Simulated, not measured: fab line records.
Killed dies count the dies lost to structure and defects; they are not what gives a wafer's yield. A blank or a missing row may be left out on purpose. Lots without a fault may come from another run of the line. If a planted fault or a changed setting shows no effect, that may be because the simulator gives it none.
Which tool was responsible?	flow n5_finfet	24 lots with 72 wafers sampled at 6 steps, on a route of 1938 steps

WHAT THE GAUGES SHOWED, per wafer
The record lacks any reading of a measuring or inspecting step that a usual standard deviation could be used to judge.

TOOL THAT RAN EACH LOT (tool first, then ch and the chambers of the sampled wafers, then the start)
lot	N5_BEOL_M1_ETCH_69	N5_BEOL_M1_ALD_98	N5_BEOL_M1_SPUTTER_81	N5_BEOL_M1_ANNEAL_87	N5_BEOL_M1_SPUTTER_88	N5_BEOL_M1_CO_CAP_55
L074	rie_diel-05 ch 2,3, day 6 08:52	ald_sin-04 ch 1,2,3, day 6 08:59	pvd_sputter-02, day 6 18:49	pvd_sputter-02, day 6 19:07	pvd_sputter-02, day 6 19:15	cvd_co-02 ch 0,2, day 6 21:16
L075	rie_diel-04 ch 0,1,3, day 6 09:24	ald_sin-03 ch 1,2,3, day 6 09:29	pvd_sputter-03, day 6 17:19	pvd_sputter-03, day 6 17:37	pvd_sputter-03, day 6 17:46	cvd_co-02 ch 0,2, day 6 19:34
L076	rie_diel-04 ch 0,3, day 6 12:15	ald_sin-04 ch 1,2,3, day 6 12:20	pvd_sputter-03, day 6 19:12	pvd_sputter-03, day 6 19:30	pvd_sputter-03, day 6 19:38	cvd_co-02 ch 0,1, day 6 21:41
L077	rie_diel-01 ch 1,2,3, day 6 22:12	ald_sin-04 ch 0,2,3, day 6 22:17	pvd_sputter-03, day 7 07:17	pvd_sputter-03, day 7 07:35	pvd_sputter-03, day 7 07:44	cvd_co-02 ch 0,1,2, day 7 12:45
L078	rie_diel-05 ch 1,3, day 7 01:53	ald_sin-02 ch 0,3, day 7 01:58	pvd_sputter-03, day 7 09:08	pvd_sputter-03, day 7 09:26	pvd_sputter-03, day 7 09:34	cvd_co-02 ch 0,1,2, day 7 12:52
L079	rie_diel-01 ch 2,3, day 7 04:46	ald_sin-02 ch 0,1,3, day 7 04:51	pvd_sputter-01, day 7 12:05	pvd_sputter-01, day 7 12:23	pvd_sputter-01, day 7 12:32	cvd_co-02 ch 1,2, day 7 14:43
L080	rie_diel-04 ch 0,1,3, day 7 16:17	ald_sin-03 ch 0,3, day 7 16:22	pvd_sputter-02, day 8 00:30	pvd_sputter-02, day 8 00:48	pvd_sputter-02, day 8 00:56	cvd_co-02 ch 0,1,2, day 8 02:44
L082	rie_diel-04 ch 0,1,2, day 8 03:42	ald_sin-02 ch 0,1,3, day 8 03:47	pvd_sputter-02, day 8 13:42	pvd_sputter-02, day 8 14:00	pvd_sputter-02, day 8 14:08	cvd_co-02 ch 0,1, day 8 16:12
L081	rie_diel-04 ch 0,1,2, day 8 04:07	ald_sin-02 ch 0,1, day 8 04:12	pvd_sputter-01, day 8 08:44	pvd_sputter-01, day 8 09:02	pvd_sputter-01, day 8 09:11	cvd_co-02 ch 0,1,2, day 8 11:04
L083	rie_diel-04 ch 0,1,2, day 8 12:13	ald_sin-03 ch 2,3, day 8 13:13	pvd_sputter-01, day 8 17:14	pvd_sputter-01, day 8 17:32	pvd_sputter-01, day 8 17:40	cvd_co-02 ch 0,1,2, day 8 19:25
L084	rie_diel-04 ch 0,1,2, day 8 17:10	ald_sin-02 ch 0,1,3, day 8 17:41	pvd_sputter-03, day 8 23:22	pvd_sputter-03, day 8 23:40	pvd_sputter-03, day 8 23:49	cvd_co-02 ch 0,1,2, day 9 01:43
L085	rie_diel-05 ch 0,1,3, day 8 17:13	ald_sin-02 ch 0,1,3, day 8 17:47	pvd_sputter-01, day 9 02:08	pvd_sputter-01, day 9 02:26	pvd_sputter-01, day 9 02:35	cvd_co-02 ch 0,1,2, day 9 04:20
L086	rie_diel-05 ch 2,3, day 9 11:28	ald_sin-04 ch 1,2,3, day 9 11:34	pvd_sputter-03, day 9 15:46	pvd_sputter-03, day 9 16:04	pvd_sputter-03, day 9 16:13	cvd_co-01 ch 0,2, day 9 18:01
L087	rie_diel-01 ch 2,3, day 9 14:01	ald_sin-02 ch 0,1,3, day 9 14:05	pvd_sputter-03, day 9 19:28	pvd_sputter-03, day 9 19:46	pvd_sputter-03, day 9 19:55	cvd_co-01 ch 0,2, day 9 21:43
L088	rie_diel-01 ch 2,3, day 9 15:13	ald_sin-04 ch 0,2,3, day 9 15:17	pvd_sputter-02, day 9 19:23	pvd_sputter-02, day 9 19:41	pvd_sputter-02, day 9 19:49	cvd_co-02 ch 1,2, day 9 21:34
L089	rie_diel-04 ch 1,3, day 9 19:37	ald_sin-03 ch 0,2, day 9 19:41	pvd_sputter-02, day 10 02:08	pvd_sputter-02, day 10 02:26	pvd_sputter-02, day 10 02:35	cvd_co-02 ch 0,2, day 10 04:30
L090	rie_diel-01 ch 1,2,3, day 10 01:25	ald_sin-04 ch 1,2,3, day 10 01:29	pvd_sputter-01, day 10 06:02	pvd_sputter-01, day 10 06:20	pvd_sputter-01, day 10 06:29	cvd_co-01 ch 1,2, day 10 08:14
L091	rie_diel-01 ch 1,2,3, day 10 05:19	ald_sin-02 ch 0,1, day 10 05:24	pvd_sputter-02, day 10 09:25	pvd_sputter-02, day 10 09:43	pvd_sputter-02, day 10 09:52	cvd_co-02 ch 0,1, day 10 11:37
L092	rie_diel-01 ch 1,2,3, day 10 12:47	ald_sin-04 ch 1,2, day 10 12:52	pvd_sputter-02, day 10 16:41	pvd_sputter-02, day 10 16:59	pvd_sputter-02, day 10 17:07	cvd_co-01 ch 1,2, day 10 18:53
L093	rie_diel-01 ch 1,3, day 10 18:38	ald_sin-02 ch 1,2,3, day 10 18:43	pvd_sputter-03, day 10 23:44	pvd_sputter-03, day 11 00:02	pvd_sputter-03, day 11 00:10	cvd_co-02 ch 0,2, day 11 01:55
L094	rie_diel-05 ch 0,1,2, day 10 19:16	ald_sin-02 ch 0,1,2, day 10 19:21	pvd_sputter-02, day 11 03:31	pvd_sputter-02, day 11 03:49	pvd_sputter-02, day 11 03:57	cvd_co-02 ch 0,1,2, day 11 05:41
L095	rie_diel-01 ch 2,3, day 11 08:07	ald_sin-03 ch 0,2,3, day 11 08:11	pvd_sputter-03, day 11 11:47	pvd_sputter-03, day 11 12:05	pvd_sputter-03, day 11 12:13	cvd_co-01 ch 0,2, day 11 13:59
L096	rie_diel-01 ch 2,3, day 11 11:55	ald_sin-04 ch 1,2,3, day 11 12:02	pvd_sputter-03, day 12 12:46	pvd_sputter-03, day 12 13:04	pvd_sputter-03, day 12 13:12	cvd_co-01 ch 0,1, day 12 15:17
L097	rie_diel-04 ch 0,1, day 11 20:29	ald_sin-03 ch 0,3, day 11 20:37	pvd_sputter-01, day 12 08:42	pvd_sputter-01, day 12 09:00	pvd_sputter-01, day 12 09:08	cvd_co-01 ch 0,1,2, day 12 10:53
- N5_BEOL_M1_ETCH_69: etches SiARC in CF4, target depth 15.6 nm, time 26 s.
- N5_BEOL_M1_ALD_98: deposits SiO2, target thk 2.5 nm, pulse time 1 s, co reactant pulse time 1 s.
- N5_BEOL_M1_SPUTTER_81: material Cu, target thk 4.5 nm, time 8.29 s.
- N5_BEOL_M1_ANNEAL_87: time 240 s.
- N5_BEOL_M1_SPUTTER_88: material Cu, target thk 4.5 nm, time 8.29 s.
- N5_BEOL_M1_CO_CAP_55: material Co, precursor CCTBA/H2, target thk 2 nm, time 102.1 s.

AS READ BY THE TOOLS THEMSELVES (means over the sampled wafers that have a number; for cases with no such wafer, the mark the record gives instead)
N5_BEOL_M1_ETCH_69.
lot	tool	chamber_pressure_mTorr (mTorr)	drypump_motor_current_A (A)	etch_rf_on_time_s (s)	oes_product_au (a.u.)	rf_vpp_V (V)	showerhead_plenum_p_Torr (Torr)	throttle_valve_pct (%)
L074	rie_diel-05	39.99	5.9	25.7	0.65	185.1	2.19	15.70
L075	rie_diel-04	40.00	5.5	25.3	0.67	184.4	2.15	15.61
L076	rie_diel-04	39.98	5.3	25.4	0.64	183.7	2.10	15.60
L077	rie_diel-01	40.01	5.8	26.2	0.71	184.4	2.12	15.49
L078	rie_diel-05	39.99	6.1	25.8	0.67	183.4	2.13	15.70
L079	rie_diel-01	40.00	5.4	25.8	0.70	183.5	2.11	15.60
L080	rie_diel-04	40.00	5.5	25.5	0.67	183.9	2.14	15.63
L082	rie_diel-04	40.02	5.5	25.2	0.74	184.9	2.23	15.47
L081	rie_diel-04	40.01	5.5	25.3	0.73	184.9	2.23	15.46
L083	rie_diel-04	40.00	5.5	25.3	0.73	184.9	2.23	15.48
L084	rie_diel-04	39.95	5.5	25.4	0.72	186.0	2.23	15.47
L085	rie_diel-05	39.96	6.1	26.2	0.69	183.8	2.16	15.64
L086	rie_diel-05	39.99	5.9	25.6	0.64	184.9	2.18	15.75
L087	rie_diel-01	39.99	5.7	26.3	0.66	183.5	2.13	15.61
L088	rie_diel-01	39.98	5.5	26.6	0.67	184.1	2.10	15.65
L089	rie_diel-04	40.01	5.7	25.3	0.77	185.3	2.27	15.43
L090	rie_diel-01	40.00	5.8	26.4	0.67	183.6	2.11	15.55
L091	rie_diel-01	40.01	5.8	25.9	0.68	184.0	2.11	15.55
L092	rie_diel-01	40.03	5.8	26.1	0.67	183.6	2.11	15.55
L093	rie_diel-01	40.03	6.3	26.1	0.68	183.1	2.11	15.47
L094	rie_diel-05	40.00	5.8	26.2	0.69	183.3	2.14	15.67
L095	rie_diel-01	40.02	5.7	26.2	0.65	184.2	2.12	15.65
L096	rie_diel-01	40.00	5.5	26.2	0.66	182.9	2.10	15.70
L097	rie_diel-04	40.01	5.4	24.7	0.66	184.0	2.17	15.61

N5_BEOL_M1_ALD_98.
lot	tool	heater_power_w (W)	precursor_pulse_height_rel
L074	ald_sin-04	82	0.998
L075	ald_sin-03	63	0.988
L076	ald_sin-04	82	0.991
L077	ald_sin-04	80	1.018
L078	ald_sin-02	89	0.996
L079	ald_sin-02	84	1.003
L080	ald_sin-03	83	0.997
L082	ald_sin-02	85	0.977
L081	ald_sin-02	84	1.013
L083	ald_sin-03	72	1.004
L084	ald_sin-02	84	1.009
L085	ald_sin-02	84	1.007
L086	ald_sin-04	81	1.002
L087	ald_sin-02	83	0.989
L088	ald_sin-04	80	1.009
L089	ald_sin-03	74	1.013
L090	ald_sin-04	82	1.000
L091	ald_sin-02	89	1.021
L092	ald_sin-04	86	1.028
L093	ald_sin-02	81	1.005
L094	ald_sin-02	84	0.997
L095	ald_sin-03	79	1.015
L096	ald_sin-04	81	0.984
L097	ald_sin-03	84	1.007

N5_BEOL_M1_SPUTTER_81.
lot	tool	throttle_valve_pct (%)
L074	pvd_sputter-02	30.2
L075	pvd_sputter-03	29.7
L076	pvd_sputter-03	30.6
L077	pvd_sputter-03	29.7
L078	pvd_sputter-03	30.4
L079	pvd_sputter-01	30.4
L080	pvd_sputter-02	30.3
L082	pvd_sputter-02	29.8
L081	pvd_sputter-01	30.2
L083	pvd_sputter-01	29.7
L084	pvd_sputter-03	30.0
L085	pvd_sputter-01	30.5
L086	pvd_sputter-03	30.5
L087	pvd_sputter-03	29.9
L088	pvd_sputter-02	30.2
L089	pvd_sputter-02	29.9
L090	pvd_sputter-01	29.9
L091	pvd_sputter-02	30.2
L092	pvd_sputter-02	30.1
L093	pvd_sputter-03	30.5
L094	pvd_sputter-02	30.1
L095	pvd_sputter-03	30.6
L096	pvd_sputter-03	29.8
L097	pvd_sputter-01	29.9

N5_BEOL_M1_ANNEAL_87.
lot	tool	heater_power_w (W)
L074	pvd_sputter-02	787
L075	pvd_sputter-03	739
L076	pvd_sputter-03	783
L077	pvd_sputter-03	737
L078	pvd_sputter-03	873
L079	pvd_sputter-01	804
L080	pvd_sputter-02	791
L082	pvd_sputter-02	843
L081	pvd_sputter-01	841
L083	pvd_sputter-01	795
L084	pvd_sputter-03	935
L085	pvd_sputter-01	820
L086	pvd_sputter-03	862
L087	pvd_sputter-03	735
L088	pvd_sputter-02	806
L089	pvd_sputter-02	825
L090	pvd_sputter-01	826
L091	pvd_sputter-02	750
L092	pvd_sputter-02	842
L093	pvd_sputter-03	779
L094	pvd_sputter-02	848
L095	pvd_sputter-03	776
L096	pvd_sputter-03	746
L097	pvd_sputter-01	819

N5_BEOL_M1_SPUTTER_88.
lot	tool	throttle_valve_pct (%)
L074	pvd_sputter-02	30.2
L075	pvd_sputter-03	29.8
L076	pvd_sputter-03	30.6
L077	pvd_sputter-03	29.9
L078	pvd_sputter-03	30.3
L079	pvd_sputter-01	30.5
L080	pvd_sputter-02	30.3
L082	pvd_sputter-02	29.9
L081	pvd_sputter-01	30.3
L083	pvd_sputter-01	29.9
L084	pvd_sputter-03	29.9
L085	pvd_sputter-01	30.4
L086	pvd_sputter-03	30.6
L087	pvd_sputter-03	29.8
L088	pvd_sputter-02	30.2
L089	pvd_sputter-02	29.8
L090	pvd_sputter-01	29.9
L091	pvd_sputter-02	30.3
L092	pvd_sputter-02	29.9
L093	pvd_sputter-03	30.5
L094	pvd_sputter-02	30.0
L095	pvd_sputter-03	30.4
L096	pvd_sputter-03	29.9
L097	pvd_sputter-01	30.0

N5_BEOL_M1_CO_CAP_55.
lot	tool	heater_power_w (W)
L074	cvd_co-02	220
L075	cvd_co-02	231
L076	cvd_co-02	227
L077	cvd_co-02	233
L078	cvd_co-02	233
L079	cvd_co-02	238
L080	cvd_co-02	236
L082	cvd_co-02	224
L081	cvd_co-02	231
L083	cvd_co-02	232
L084	cvd_co-02	228
L085	cvd_co-02	234
L086	cvd_co-01	235
L087	cvd_co-01	232
L088	cvd_co-02	246
L089	cvd_co-02	241
L090	cvd_co-01	217
L091	cvd_co-02	224
L092	cvd_co-01	232
L093	cvd_co-02	227
L094	cvd_co-02	232
L095	cvd_co-01	235
L096	cvd_co-01	229
L097	cvd_co-01	225

THE ANSWER, worked out from the rows above alone
Rule: what is usual is taken from the lots themselves. Put in order of their means at a reading, lots are off if they are a third of the lots or fewer, leave a main group of 4 or more, and stand apart from it by a gap of 3 or more times the standard deviation of the main group's means; of several such gaps the widest counts. A main group whose means are all the same, to the digits that the tables above print for the reading, isn't used. A lot without any number at a reading at which 4 lots or more have one is off too. The other lots that the step has rows for count as sound. The gauges are gone through in route order, then the tools' own readings, and for those a lot's mean is taken as printed above. The first step at which some lot is off is used, and at that step the reading that is off furthest; a lot without a number counts as furthest.
No lot is off at any reading shown: from this, nothing can be told.

WHAT THE SIMULATOR HAD PUT IN
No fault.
